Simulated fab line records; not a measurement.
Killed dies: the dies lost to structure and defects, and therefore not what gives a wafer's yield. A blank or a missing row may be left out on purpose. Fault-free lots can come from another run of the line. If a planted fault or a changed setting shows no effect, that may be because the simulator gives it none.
fab line records + flow n5-finfet + part 1 of 2: steps 1 to 3 of 6
[record]
- lots = 22
- wafers = 66
- last-day = 19
route steps=1938 shown BEOL_M9@1419 BEOL_M10@1491
lots with no fault: from the same line, run without faults
start-h: start of the lot's first displayed wafer, in hours after the record's first day + wait-h: how many hours have passed since the lot's step before this one + " repeats the value in the row above + L1.1+2: a row that stands for several wafers + - value missing, or start not given + * or withheld: withheld + < > ~ a bound
route shown NAME@n: NAME is a module with steps in the file, n the number in the route of the first one + usual: the fault-free wafers' mean and standard deviation + same: alike in all rows + chamber/n: place in a boat + sites: per-site readings + _std_site: standard deviation across them + _edge_site: outer sites' mean less inner sites' + radius-mm: for every site, how far away it sits from the centre of the wafer + mask NAME#n: copy n + behind: the most recent tool/chamber to have shaped the wafer + hold: the reason the lot was held/the length of the hold in hours/how it ended + device: the n, p or np transistor that did not switch + end of line: tests of these same wafers at the route's end + a step with no rows: only its recipe + killed: count of dies lost to structure and defects at first sort (not the wafer's yield) + map: per-die view of a wafer (x killed, . not killed, _ where there is no die)
set.NAME: the run value of the setting; set.NAME@STEP: its run value at that earlier step + model.NAME: the simulator's own value behind a step, which no gauge read
one table for each step of the route and one row for each wafer, over a sample of lots
services: from which hour (start-h, from the record's first day; less than 0 if before it) a tool's chamber was out of use, for how many hours, and why
[[steps]]
[step N5_BEOL_M9_ETCH_62]
[recipe]
- chemistry = N2/H2
- target = SOC
- target-depth-a = 1100
- overetch-a = 220
- mask-material = SiARC
- temp-c = 40
- time-s = 165
- ion-energy-ev = 200
- pressure-mtorr = 30
- source-w = 840
- bias-w = 150
- n2-flow-sccm = 200
- h2-flow-sccm = 200
[usual]
- drypump-motor-current-A = 5.6/0.53
- oes-product-au = 0.65/0.049
- rf-vpp-V = 523.2/2.3
- showerhead-plenum-p-Torr = 2.52/0.08
- throttle-valve-pct = 17.87/0.23
| lot.wafer | tool        | chamber | start-h | wait-h | drypump-motor-current-A | oes-product-au | rf-hours-counter-h | rf-vpp-V | showerhead-plenum-p-Torr | throttle-valve-pct |
|-----------|-------------|---------|---------|--------|-------------------------|----------------|--------------------|----------|--------------------------|--------------------|
| L075.2    | rie-diel-03 | 2       | 243.59  | 0.0    | 5.1                     | 0.65           | 108                | 525.0    | 2.57                     | 17.86              |
| L075.4    | "           | 0       | "       | "      | 5.5                     | 0.75           | 33                 | 524.5    | 2.60                     | 17.73              |
| L075.5    | "           | 2       | "       | "      | 5.1                     | 0.66           | -                  | 524.1    | 2.57                     | 17.85              |
| L074.2    | rie-diel-03 | 2       | 243.84  | 0.0    | 5.1                     | 0.66           | 108                | 525.8    | 2.57                     | 17.87              |
| L074.5    | "           | 0       | "       | "      | 5.5                     | 0.76           | -                  | 525.7    | 2.60                     | 17.70              |
| L074.6    | "           | 1       | "       | "      | 5.0                     | 0.67           | -                  | 520.9    | 2.46                     | 18.09              |
| L078.1    | rie-diel-03 | 3       | 254.60  | 0.0    | 4.7                     | 0.64           | 153                | 520.8    | 2.44                     | 18.03              |
| L078.2    | "           | 0       | "       | "      | 5.5                     | 0.75           | 36                 | 526.0    | 2.60                     | 17.73              |
| L078.6    | "           | 0       | "       | "      | 5.5                     | 0.75           | -                  | 524.9    | 2.60                     | 17.72              |
| L076.2    | rie-diel-03 | 3       | 264.49  | 0.0    | 4.7                     | 0.63           | 156                | 521.0    | 2.44                     | 18.04              |
| L076.4    | "           | 0       | "       | "      | 5.5                     | 0.74           | 39                 | 524.7    | 2.60                     | 17.74              |
| L076.6    | "           | 2       | "       | "      | 5.1                     | 0.65           | -                  | 523.9    | 2.57                     | 17.87              |
| L079.1    | rie-diel-03 | 2       | 264.98  | 0.0    | 5.1                     | 0.66           | 114                | 524.1    | 2.57                     | 17.88              |
| L079.4    | "           | 1       | "       | "      | 5.0                     | 0.66           | 122                | 521.3    | 2.45                     | 18.09              |
| L079.5    | "           | 1       | "       | "      | 5.0                     | 0.67           | -                  | 523.1    | 2.45                     | 18.09              |
| L080.1    | rie-diel-01 | 1       | 266.47  | 0.0    | 5.8                     | 0.60           | 215                | 521.8    | 2.42                     | 18.05              |
| L080.3    | "           | 2       | "       | "      | 5.8                     | 0.65           | 126                | 528.5    | 2.65                     | 17.80              |
| L080.6    | "           | 2       | "       | "      | 5.9                     | 0.65           | -                  | 526.8    | 2.65                     | 17.80              |
| L081.3    | rie-diel-03 | 0       | 275.66  | 0.0    | 5.5                     | 0.73           | 42                 | 524.4    | 2.60                     | 17.72              |
| L081.5    | "           | 3       | "       | "      | 4.7                     | 0.63           | -                  | 521.3    | 2.44                     | 18.02              |
| L081.6    | "           | 2       | "       | "      | 5.1                     | 0.65           | -                  | 524.3    | 2.57                     | 17.88              |
| L082.3    | rie-diel-01 | 0       | 285.45  | 0.0    | 6.1                     | 0.59           | 205                | 524.1    | 2.53                     | 18.07              |
| L082.5    | "           | 0       | "       | "      | 6.0                     | 0.59           | -                  | 524.4    | 2.52                     | 18.08              |
| L082.6    | "           | 3       | "       | "      | 6.3                     | 0.71           | -                  | 522.3    | 2.46                     | 17.40              |
| L083.2    | rie-diel-01 | 3       | 293.38  | 0.0    | 6.3                     | 0.70           | 76                 | 520.7    | 2.45                     | 17.38              |
| L083.3    | "           | 1       | "       | "      | 5.8                     | 0.59           | 226                | 520.4    | 2.42                     | 18.07              |
| L083.4    | "           | 0       | "       | "      | 6.1                     | 0.59           | 208                | 523.0    | 2.52                     | 18.06              |
| L085.4    | rie-diel-01 | 0       | 293.87  | 0.0    | 6.0                     | 0.59           | 208                | 523.4    | 2.52                     | 18.06              |
| L085.5    | "           | 2       | "       | "      | 5.9                     | 0.65           | -                  | 526.8    | 2.65                     | 17.81              |
| L085.6    | "           | 1       | "       | "      | 5.8                     | 0.58           | -                  | 518.6    | 2.42                     | 18.06              |
| L086.2    | rie-diel-01 | 1       | 302.41  | 0.0    | 5.8                     | 0.59           | 229                | 520.0    | 2.42                     | 18.06              |
| L086.5    | "           | 3       | "       | "      | 6.2                     | 0.70           | -                  | 521.0    | 2.45                     | 17.41              |
| L086.6    | "           | 2       | "       | "      | 5.9                     | 0.64           | -                  | 525.0    | 2.65                     | 17.81              |
| L087.4    | rie-diel-01 | 3       | 318.70  | 0.0    | 6.2                     | 0.70           | 84                 | 520.4    | 2.45                     | 17.41              |
| L087.5    | "           | 1       | "       | "      | 5.8                     | 0.58           | -                  | 520.1    | 2.42                     | 18.10              |
| L087.6    | "           | 0       | "       | "      | 6.1                     | 0.58           | -                  | 522.2    | 2.52                     | 18.09              |
| L088.2    | rie-diel-06 | 3       | 331.30  | 0.0    | 6.0                     | 0.62           | 193                | 522.8    | 2.51                     | 17.74              |
| L088.3    | "           | 2       | "       | "      | 6.0                     | 0.60           | 202                | 526.8    | 2.63                     | 17.89              |
| L088.4    | "           | 0       | "       | "      | 6.6                     | 0.72           | 80                 | 524.8    | 2.59                     | 17.40              |
| L089.1    | rie-diel-01 | 2       | 336.21  | 0.0    | 5.9                     | 0.63           | 150                | 526.2    | 2.64                     | 17.83              |
| L089.5    | "           | 3       | "       | "      | 6.3                     | 0.69           | -                  | 520.5    | 2.45                     | 17.43              |
| L089.6    | "           | 0       | "       | "      | 6.0                     | 0.58           | -                  | 523.8    | 2.52                     | 18.09              |
| L090.3    | rie-diel-01 | 0       | 343.20  | 0.0    | 6.0                     | 0.57           | 223                | 521.7    | 2.52                     | 18.09              |
| L090.4    | "           | 1       | "       | "      | 5.8                     | 0.58           | 240                | 521.3    | 2.41                     | 18.09              |
| L090.5    | "           | 2       | "       | "      | 5.9                     | 0.63           | -                  | 525.4    | 2.64                     | 17.84              |
| L091.1    | rie-diel-06 | 3       | 343.40  | 0.0    | 6.0                     | 0.62           | 196                | 522.6    | 2.51                     | 17.75              |
| L091.2    | "           | 0       | "       | "      | 6.6                     | 0.72           | 83                 | 524.0    | 2.59                     | 17.42              |
| L091.4    | "           | 2       | "       | "      | 5.9                     | 0.60           | 205                | 526.9    | 2.63                     | 17.88              |
| L093.3    | rie-diel-01 | 0       | 343.66  | 0.0    | 6.1                     | 0.58           | 223                | 523.5    | 2.52                     | 18.09              |
| L093.4    | "           | 1       | "       | "      | 5.8                     | 0.59           | 240                | 519.3    | 2.41                     | 18.08              |
| L093.6    | "           | 2       | "       | "      | 5.9                     | 0.64           | -                  | 528.3    | 2.64                     | 17.85              |
| L092.1    | rie-diel-03 | 3       | 357.33  | 0.0    | 4.7                     | 0.62           | 174                | 519.9    | 2.43                     | 18.06              |
| L092.3    | "           | 0       | "       | "      | 5.5                     | 0.72           | 57                 | 524.1    | 2.59                     | 17.75              |
| L092.5    | "           | 1       | "       | "      | 5.0                     | 0.66           | -                  | 520.4    | 2.45                     | 18.11              |
| L094.1    | rie-diel-01 | 1       | 371.72  | 0.0    | 5.8                     | 0.58           | 247                | 520.4    | 2.41                     | 18.12              |
| L094.2    | "           | 0       | "       | "      | 6.1                     | 0.57           | 230                | 523.2    | 2.51                     | 18.10              |
| L094.5    | "           | 0       | "       | "      | 6.1                     | 0.58           | -                  | 521.9    | 2.51                     | 18.10              |
| L096.2    | rie-diel-06 | 2       | 374.88  | 0.0    | 6.0                     | 0.60           | 215                | 524.9    | 2.62                     | 17.90              |
| L096.3    | "           | 3       | "       | "      | 6.0                     | 0.61           | 205                | 522.9    | 2.51                     | 17.74              |
| L096.6    | "           | 1       | "       | "      | 5.2                     | 0.70           | -                  | 524.3    | 2.58                     | 18.06              |
| L095.1    | rie-diel-01 | 2       | 374.91  | 0.0    | 5.9                     | 0.63           | 161                | 527.6    | 2.64                     | 17.86              |
| L095.4    | "           | 3       | "       | "      | 6.3                     | 0.68           | 102                | 521.5    | 2.44                     | 17.45              |
| L095.5    | "           | 2       | "       | "      | 5.9                     | 0.62           | -                  | 526.9    | 2.64                     | 17.86              |
| L097.3    | rie-diel-03 | 0       | 382.72  | 0.0    | 5.5                     | 0.71           | 66                 | 525.3    | 2.59                     | 17.79              |
| L097.4    | "           | 1       | "       | "      | 5.0                     | 0.64           | 150                | 520.1    | 2.44                     | 18.16              |
| L097.5    | "           | 3       | "       | "      | 4.7                     | 0.62           | -                  | 519.8    | 2.43                     | 18.06              |
[step N5_BEOL_M9_ETCH_65]
[recipe]
- chemistry = CF4
- target = SiARC
- target-depth-a = 156
- mask-material = CAR-EUV
- time-s = 26
- ion-energy-ev = 80
- pressure-mtorr = 40
- source-w = 545
- bias-w = 36
- Ar_flow_sccm = 100
- cf4-flow-sccm = 100
- ends = cleared
[usual]
- drypump-motor-current-A = 5.7/0.54
- etch-rf-on-time-s = 26.2/0.69
- oes-product-au = 0.66/0.057
- rf-vpp-V = 184.0/1.2
- showerhead-plenum-p-Torr = 2.14/0.064
- throttle-valve-pct = 15.63/0.23
| lot.wafer | tool        | chamber | start-h | wait-h | drypump-motor-current-A | etch-rf-on-time-s | oes-product-au | rf-hours-counter-h | rf-vpp-V | showerhead-plenum-p-Torr | throttle-valve-pct |
|-----------|-------------|---------|---------|--------|-------------------------|-------------------|----------------|--------------------|----------|--------------------------|--------------------|
| L074.2    | rie-diel-06 | 2       | 246.34  | 0.0    | 6.0                     | 26.3              | 0.61           | 175                | 185.3    | 2.23                     | 15.69              |
| L074.5    | "           | 1       | "       | "      | 5.2                     | 24.3              | 0.78           | -                  | 184.9    | 2.19                     | 15.71              |
| L074.6    | "           | 0       | "       | "      | 6.6                     | 25.7              | 0.75           | -                  | 184.7    | 2.18                     | 15.10              |
| L075.2    | rie-diel-01 | 3       | 247.03  | 0.0    | 6.3                     | 25.9              | 0.73           | 61                 | 182.6    | 2.08                     | 15.28              |
| L075.4    | "           | 1       | "       | "      | 5.8                     | 25.6              | 0.61           | 210                | 182.8    | 2.05                     | 15.86              |
| L075.5    | "           | 0       | "       | "      | 6.1                     | 26.7              | 0.59           | -                  | 185.7    | 2.13                     | 15.86              |
| L078.1    | rie-diel-03 | 3       | 256.03  | 0.0    | 4.7                     | 25.5              | 0.65           | 153                | 183.0    | 2.05                     | 15.64              |
| L078.2    | "           | 1       | "       | "      | 5.0                     | 25.3              | 0.68           | 119                | 182.4    | 2.07                     | 15.82              |
| L078.6    | "           | 2       | "       | "      | 5.1                     | 25.7              | 0.67           | -                  | 184.1    | 2.15                     | 15.50              |
| L076.2    | rie-diel-06 | 3       | 265.35  | 0.0    | 6.0                     | 27.0              | 0.63           | 172                | 183.6    | 2.14                     | 15.60              |
| L076.4    | "           | 2       | "       | "      | 6.0                     | 26.9              | 0.62           | 181                | 184.3    | 2.23                     | 15.71              |
| L076.6    | "           | 1       | "       | "      | 5.2                     | 24.9              | 0.78           | -                  | 183.4    | 2.19                     | 15.71              |
| L079.1    | rie-diel-01 | 2       | 265.95  | 0.0    | 5.9                     | 26.2              | 0.65           | 125                | 186.2    | 2.23                     | 15.73              |
| L079.4    | "           | 0       | "       | "      | 6.0                     | 26.1              | 0.59           | 198                | 183.2    | 2.13                     | 15.86              |
| L079.5    | "           | 3       | "       | "      | 6.2                     | 25.9              | 0.72           | -                  | 183.9    | 2.08                     | 15.26              |
| L080.1    | rie-diel-01 | 0       | 269.78  | 0.0    | 6.0                     | 26.2              | 0.59           | 199                | 182.8    | 2.13                     | 15.88              |
| L080.3    | "           | 3       | "       | "      | 6.3                     | 25.6              | 0.74           | 66                 | 182.0    | 2.08                     | 15.28              |
| L080.6    | "           | 2       | "       | "      | 5.8                     | 26.2              | 0.65           | -                  | 187.0    | 2.23                     | 15.71              |
| L081.3    | rie-diel-06 | 0       | 276.99  | 0.0    | 6.6                     | 26.3              | 0.75           | 60                 | 184.3    | 2.18                     | 15.10              |
| L081.5    | "           | 3       | "       | "      | 6.0                     | 26.7              | 0.63           | -                  | 185.1    | 2.14                     | 15.62              |
| L081.6    | "           | 0       | "       | "      | 6.6                     | 26.2              | 0.75           | -                  | 184.0    | 2.18                     | 15.12              |
| L082.3    | rie-diel-06 | 3       | 288.18  | 0.0    | 6.0                     | 26.7              | 0.62           | 178                | 183.5    | 2.14                     | 15.62              |
| L082.5    | "           | 0       | "       | "      | 6.6                     | 26.4              | 0.74           | -                  | 183.2    | 2.18                     | 15.14              |
| L082.6    | "           | 1       | "       | "      | 5.2                     | 24.7              | 0.76           | -                  | 182.8    | 2.19                     | 15.72              |
| L083.2    | rie-diel-03 | 0       | 296.11  | 0.0    | 5.5                     | 26.4              | 0.73           | 44                 | 184.8    | 2.17                     | 15.51              |
| L083.3    | "           | 2       | "       | "      | 5.1                     | 25.9              | 0.66           | 118                | 184.8    | 2.14                     | 15.51              |
| L083.4    | "           | 3       | "       | "      | 4.7                     | 26.2              | 0.63           | 160                | 182.2    | 2.05                     | 15.64              |
| L085.4    | rie-diel-06 | 1       | 296.16  | 0.0    | 5.2                     | 25.0              | 0.75           | 48                 | 184.9    | 2.19                     | 15.72              |
| L085.5    | "           | 2       | "       | "      | 5.9                     | 27.3              | 0.60           | -                  | 183.8    | 2.23                     | 15.74              |
| L085.6    | "           | 3       | "       | "      | 6.0                     | 27.2              | 0.62           | -                  | 183.7    | 2.13                     | 15.61              |
| L086.2    | rie-diel-03 | 2       | 303.87  | 0.0    | 5.1                     | 25.5              | 0.66           | 120                | 186.1    | 2.14                     | 15.53              |
| L086.5    | "           | 0       | "       | "      | 5.5                     | 26.2              | 0.73           | -                  | 185.5    | 2.17                     | 15.50              |
| L086.6    | "           | 3       | "       | "      | 4.7                     | 25.9              | 0.64           | -                  | 181.1    | 2.05                     | 15.65              |
| L087.4    | rie-diel-03 | 0       | 320.37  | 0.0    | 5.5                     | 26.5              | 0.72           | 51                 | 185.6    | 2.17                     | 15.49              |
| L087.5    | "           | 3       | "       | "      | 4.7                     | 26.0              | 0.64           | -                  | 182.1    | 2.05                     | 15.66              |
| L087.6    | "           | 0       | "       | "      | 5.5                     | 26.5              | 0.73           | -                  | 186.5    | 2.17                     | 15.51              |
| L088.2    | rie-diel-01 | 0       | 334.49  | 0.0    | 6.0                     | 26.6              | 0.58           | 221                | 183.7    | 2.12                     | 15.91              |
| L088.3    | "           | 2       | "       | "      | 5.9                     | 26.7              | 0.63           | 148                | 183.3    | 2.23                     | 15.75              |
| L088.4    | "           | 1       | "       | "      | 5.8                     | 25.4              | 0.60           | 238                | 182.2    | 2.04                     | 15.92              |
| L089.1    | rie-diel-06 | 1       | 339.22  | 0.0    | 5.2                     | 25.3              | 0.73           | 62                 | 184.3    | 2.18                     | 15.76              |
| L089.5    | "           | 1       | "       | "      | 5.2                     | 25.2              | 0.72           | -                  | 183.9    | 2.18                     | 15.77              |
| L089.6    | "           | 2       | "       | "      | 6.0                     | 27.4              | 0.59           | -                  | 185.3    | 2.22                     | 15.77              |
| L090.3    | rie-diel-06 | 2       | 344.13  | 0.0    | 5.9                     | 27.0              | 0.60           | 206                | 184.6    | 2.22                     | 15.78              |
| L090.4    | "           | 0       | "       | "      | 6.6                     | 26.3              | 0.72           | 83                 | 184.3    | 2.17                     | 15.16              |
| L090.5    | "           | 1       | "       | "      | 5.2                     | 25.1              | 0.73           | -                  | 182.7    | 2.18                     | 15.76              |
| L093.3    | rie-diel-01 | 3       | 344.91  | 0.0    | 6.3                     | 26.0              | 0.70           | 92                 | 183.9    | 2.07                     | 15.33              |
| L093.4    | "           | 2       | "       | "      | 5.8                     | 27.0              | 0.63           | 151                | 185.7    | 2.23                     | 15.75              |
| L093.6    | "           | 3       | "       | "      | 6.3                     | 26.1              | 0.70           | -                  | 184.3    | 2.07                     | 15.34              |
| L091.1    | rie-diel-03 | 3       | 345.04  | 0.0    | 4.7                     | 26.0              | 0.64           | 171                | 182.7    | 2.05                     | 15.68              |
| L091.2    | "           | 0       | "       | "      | 5.5                     | 26.7              | 0.72           | 56                 | 185.4    | 2.17                     | 15.51              |
| L091.4    | "           | 2       | "       | "      | 5.0                     | 25.8              | 0.65           | 130                | 184.9    | 2.14                     | 15.53              |
| L092.1    | rie-diel-06 | 0       | 359.46  | 0.0    | 6.6                     | 26.6              | 0.71           | 86                 | 185.9    | 2.17                     | 15.16              |
| L092.3    | "           | 3       | "       | "      | 6.0                     | 27.4              | 0.60           | 199                | 183.9    | 2.13                     | 15.64              |
| L092.5    | "           | 3       | "       | "      | 5.9                     | 27.5              | 0.59           | -                  | 183.8    | 2.13                     | 15.65              |
| L094.1    | rie-diel-01 | 3       | 373.54  | 0.0    | 6.3                     | 26.0              | 0.69           | 101                | 182.0    | 2.07                     | 15.34              |
| L094.2    | "           | 0       | "       | "      | 6.1                     | 26.7              | 0.57           | 231                | 183.9    | 2.12                     | 15.94              |
| L094.5    | "           | 2       | "       | "      | 5.8                     | 26.5              | 0.62           | -                  | 185.9    | 2.22                     | 15.78              |
| L096.2    | rie-diel-03 | 3       | 381.51  | 0.0    | 4.7                     | 26.3              | 0.62           | 181                | 182.2    | 2.04                     | 15.67              |
| L096.3    | "           | 0       | "       | "      | 5.5                     | 26.5              | 0.71           | 65                 | 183.4    | 2.17                     | 15.53              |
| L096.6    | "           | 1       | "       | "      | 5.0                     | 25.4              | 0.67           | -                  | 182.2    | 2.06                     | 15.90              |
| L095.1    | rie-diel-01 | 0       | 381.56  | 0.0    | 6.0                     | 27.2              | 0.57           | 233                | 184.9    | 2.12                     | 15.92              |
| L095.4    | "           | 1       | "       | "      | 5.8                     | 26.0              | 0.58           | 250                | 182.8    | 2.04                     | 15.94              |
| L095.5    | "           | 2       | "       | "      | 5.8                     | 27.2              | 0.62           | -                  | 185.4    | 2.22                     | 15.76              |
| L097.3    | rie-diel-01 | 2       | 383.72  | 0.0    | 5.9                     | 26.7              | 0.63           | 164                | 184.0    | 2.22                     | 15.78              |
| L097.4    | "           | 2       | "       | "      | 5.8                     | 26.9              | 0.62           | -                  | 186.0    | 2.22                     | 15.76              |
| L097.5    | "           | 0       | "       | "      | 6.1                     | 27.0              | 0.57           | -                  | 181.9    | 2.11                     | 15.94              |
[step N5_BEOL_M9_ETCH_66]
[recipe]
- chemistry = N2/H2
- target = SOC
- target-depth-a = 800
- overetch-a = 160
- mask-material = SiARC
- temp-c = 40
- time-s = 120
- ion-energy-ev = 200
- pressure-mtorr = 30
- source-w = 840
- bias-w = 150
- n2-flow-sccm = 200
- h2-flow-sccm = 200
[usual]
- drypump-motor-current-A = 5.7/0.54
- oes-product-au = 0.59/0.047
- rf-vpp-V = 523.7/2.4
- showerhead-plenum-p-Torr = 2.54/0.078
- throttle-valve-pct = 17.82/0.24
| lot.wafer | tool        | chamber | start-h | wait-h | drypump-motor-current-A | oes-product-au | rf-hours-counter-h | rf-vpp-V | showerhead-plenum-p-Torr | throttle-valve-pct |
|-----------|-------------|---------|---------|--------|-------------------------|----------------|--------------------|----------|--------------------------|--------------------|
| L074.2    | rie-diel-06 | 2       | 246.37  | 0.0    | 5.9                     | 0.57           | 175                | 527.4    | 2.64                     | 17.83              |
| L074.5    | "           | 1       | "       | "      | 5.2                     | 0.67           | -                  | 524.6    | 2.60                     | 17.96              |
| L074.6    | "           | 0       | "       | "      | 6.6                     | 0.68           | -                  | 525.7    | 2.60                     | 17.35              |
| L075.2    | rie-diel-01 | 3       | 247.06  | 0.0    | 6.3                     | 0.65           | 61                 | 522.7    | 2.46                     | 17.37              |
| L075.4    | "           | 1       | "       | "      | 5.8                     | 0.54           | 211                | 520.3    | 2.42                     | 18.02              |
| L075.5    | "           | 0       | "       | "      | 6.1                     | 0.54           | -                  | 523.0    | 2.53                     | 18.04              |
| L078.1    | rie-diel-03 | 3       | 256.06  | 0.0    | 4.7                     | 0.57           | 153                | 520.6    | 2.44                     | 18.00              |
| L078.2    | "           | 1       | "       | "      | 5.0                     | 0.60           | 119                | 521.6    | 2.45                     | 18.08              |
| L078.6    | "           | 2       | "       | "      | 5.1                     | 0.59           | -                  | 524.3    | 2.57                     | 17.87              |
| L076.2    | rie-diel-06 | 3       | 265.37  | 0.0    | 6.0                     | 0.57           | 172                | 524.7    | 2.52                     | 17.68              |
| L076.4    | "           | 2       | "       | "      | 6.0                     | 0.56           | 181                | 527.2    | 2.64                     | 17.82              |
| L076.6    | "           | 1       | "       | "      | 5.2                     | 0.68           | -                  | 524.8    | 2.59                     | 18.00              |
| L079.1    | rie-diel-01 | 2       | 265.98  | 0.0    | 5.9                     | 0.59           | 125                | 527.2    | 2.65                     | 17.79              |
| L079.4    | "           | 0       | "       | "      | 6.0                     | 0.53           | 198                | 522.6    | 2.53                     | 18.04              |
| L079.5    | "           | 3       | "       | "      | 6.3                     | 0.65           | -                  | 522.6    | 2.46                     | 17.38              |
| L080.1    | rie-diel-01 | 0       | 269.81  | 0.0    | 6.0                     | 0.53           | 199                | 522.9    | 2.53                     | 18.04              |
| L080.3    | "           | 3       | "       | "      | 6.3                     | 0.64           | 66                 | 521.3    | 2.46                     | 17.39              |
| L080.6    | "           | 2       | "       | "      | 5.9                     | 0.59           | -                  | 527.0    | 2.65                     | 17.79              |
| L081.3    | rie-diel-06 | 0       | 277.02  | 0.0    | 6.6                     | 0.67           | 60                 | 524.3    | 2.60                     | 17.37              |
| L081.5    | "           | 3       | "       | "      | 6.0                     | 0.57           | -                  | 522.7    | 2.52                     | 17.71              |
| L081.6    | "           | 0       | "       | "      | 6.6                     | 0.67           | -                  | 524.4    | 2.60                     | 17.36              |
| L082.3    | rie-diel-06 | 3       | 288.21  | 0.0    | 6.0                     | 0.56           | 178                | 523.9    | 2.52                     | 17.69              |
| L082.5    | "           | 0       | "       | "      | 6.6                     | 0.66           | -                  | 525.2    | 2.59                     | 17.36              |
| L082.6    | "           | 1       | "       | "      | 5.2                     | 0.66           | -                  | 525.1    | 2.59                     | 17.99              |
| L083.2    | rie-diel-03 | 0       | 296.14  | 0.0    | 5.4                     | 0.67           | 44                 | 525.4    | 2.60                     | 17.73              |
| L083.3    | "           | 2       | "       | "      | 5.1                     | 0.59           | 118                | 525.0    | 2.57                     | 17.86              |
| L083.4    | "           | 3       | "       | "      | 4.7                     | 0.57           | 161                | 520.9    | 2.44                     | 18.04              |
| L085.4    | rie-diel-06 | 1       | 296.19  | 0.0    | 5.2                     | 0.65           | 48                 | 524.3    | 2.59                     | 18.02              |
| L085.5    | "           | 2       | "       | "      | 6.0                     | 0.55           | -                  | 525.3    | 2.63                     | 17.87              |
| L085.6    | "           | 3       | "       | "      | 6.0                     | 0.56           | -                  | 523.1    | 2.52                     | 17.71              |
| L086.2    | rie-diel-03 | 2       | 303.90  | 0.0    | 5.1                     | 0.60           | 120                | 525.9    | 2.57                     | 17.88              |
| L086.5    | "           | 0       | "       | "      | 5.5                     | 0.66           | -                  | 525.0    | 2.60                     | 17.72              |
| L086.6    | "           | 3       | "       | "      | 4.7                     | 0.57           | -                  | 519.7    | 2.43                     | 18.00              |
| L087.4    | rie-diel-03 | 0       | 320.40  | 0.0    | 5.5                     | 0.66           | 51                 | 525.8    | 2.60                     | 17.74              |
| L087.5    | "           | 3       | "       | "      | 4.7                     | 0.57           | -                  | 520.9    | 2.43                     | 18.03              |
| L087.6    | "           | 0       | "       | "      | 5.5                     | 0.66           | -                  | 524.8    | 2.60                     | 17.73              |
| L088.2    | rie-diel-01 | 0       | 334.52  | 0.0    | 6.1                     | 0.52           | 221                | 522.9    | 2.52                     | 18.10              |
| L088.3    | "           | 2       | "       | "      | 5.9                     | 0.58           | 149                | 527.1    | 2.64                     | 17.83              |
| L088.4    | "           | 1       | "       | "      | 5.8                     | 0.52           | 238                | 518.3    | 2.41                     | 18.09              |
| L089.1    | rie-diel-06 | 1       | 339.25  | 0.0    | 5.2                     | 0.64           | 62                 | 524.9    | 2.58                     | 18.03              |
| L089.5    | "           | 1       | "       | "      | 5.2                     | 0.64           | -                  | 523.7    | 2.58                     | 18.03              |
| L089.6    | "           | 2       | "       | "      | 5.9                     | 0.55           | -                  | 527.0    | 2.63                     | 17.88              |
| L090.3    | rie-diel-06 | 2       | 344.16  | 0.0    | 5.9                     | 0.55           | 206                | 526.1    | 2.63                     | 17.88              |
| L090.4    | "           | 0       | "       | "      | 6.6                     | 0.65           | 83                 | 524.0    | 2.59                     | 17.40              |
| L090.5    | "           | 1       | "       | "      | 5.2                     | 0.64           | -                  | 524.8    | 2.58                     | 18.04              |
| L093.3    | rie-diel-01 | 3       | 344.94  | 0.0    | 6.3                     | 0.62           | 92                 | 520.2    | 2.45                     | 17.43              |
| L093.4    | "           | 2       | "       | "      | 5.9                     | 0.57           | 151                | 527.2    | 2.64                     | 17.83              |
| L093.6    | "           | 3       | "       | "      | 6.2                     | 0.61           | -                  | 521.5    | 2.45                     | 17.41              |
| L091.1    | rie-diel-03 | 3       | 345.07  | 0.0    | 4.7                     | 0.56           | 171                | 522.0    | 2.43                     | 18.05              |
| L091.2    | "           | 0       | "       | "      | 5.4                     | 0.65           | 56                 | 525.5    | 2.59                     | 17.74              |
| L091.4    | "           | 2       | "       | "      | 5.1                     | 0.58           | 130                | 524.1    | 2.56                     | 17.90              |
| L092.1    | rie-diel-06 | 0       | 359.49  | 0.0    | 6.6                     | 0.65           | 86                 | 527.0    | 2.58                     | 17.42              |
| L092.3    | "           | 3       | "       | "      | 6.0                     | 0.56           | 199                | 523.2    | 2.51                     | 17.73              |
| L092.5    | "           | 3       | "       | "      | 6.0                     | 0.56           | -                  | 524.9    | 2.51                     | 17.74              |
| L094.1    | rie-diel-01 | 3       | 373.57  | 0.0    | 6.3                     | 0.62           | 101                | 521.3    | 2.44                     | 17.42              |
| L094.2    | "           | 0       | "       | "      | 6.1                     | 0.52           | 231                | 523.2    | 2.51                     | 18.09              |
| L094.5    | "           | 2       | "       | "      | 5.9                     | 0.57           | -                  | 527.3    | 2.64                     | 17.84              |
| L096.2    | rie-diel-03 | 3       | 381.54  | 0.0    | 4.7                     | 0.55           | 181                | 520.2    | 2.43                     | 18.06              |
| L096.3    | "           | 0       | "       | "      | 5.5                     | 0.64           | 65                 | 524.9    | 2.59                     | 17.75              |
| L096.6    | "           | 1       | "       | "      | 5.0                     | 0.58           | -                  | 519.1    | 2.44                     | 18.14              |
| L095.1    | rie-diel-01 | 0       | 381.58  | 0.0    | 6.1                     | 0.52           | 233                | 523.5    | 2.51                     | 18.10              |
| L095.4    | "           | 1       | "       | "      | 5.8                     | 0.52           | 250                | 520.7    | 2.41                     | 18.11              |
| L095.5    | "           | 2       | "       | "      | 5.9                     | 0.57           | -                  | 527.7    | 2.64                     | 17.85              |
| L097.3    | rie-diel-01 | 2       | 383.74  | 0.0    | 5.9                     | 0.56           | 164                | 526.7    | 2.64                     | 17.87              |
| L097.4    | "           | 2       | "       | "      | 5.9                     | 0.57           | -                  | 527.2    | 2.64                     | 17.85              |
| L097.5    | "           | 0       | "       | "      | 6.1                     | 0.51           | -                  | 522.7    | 2.51                     | 18.11              |
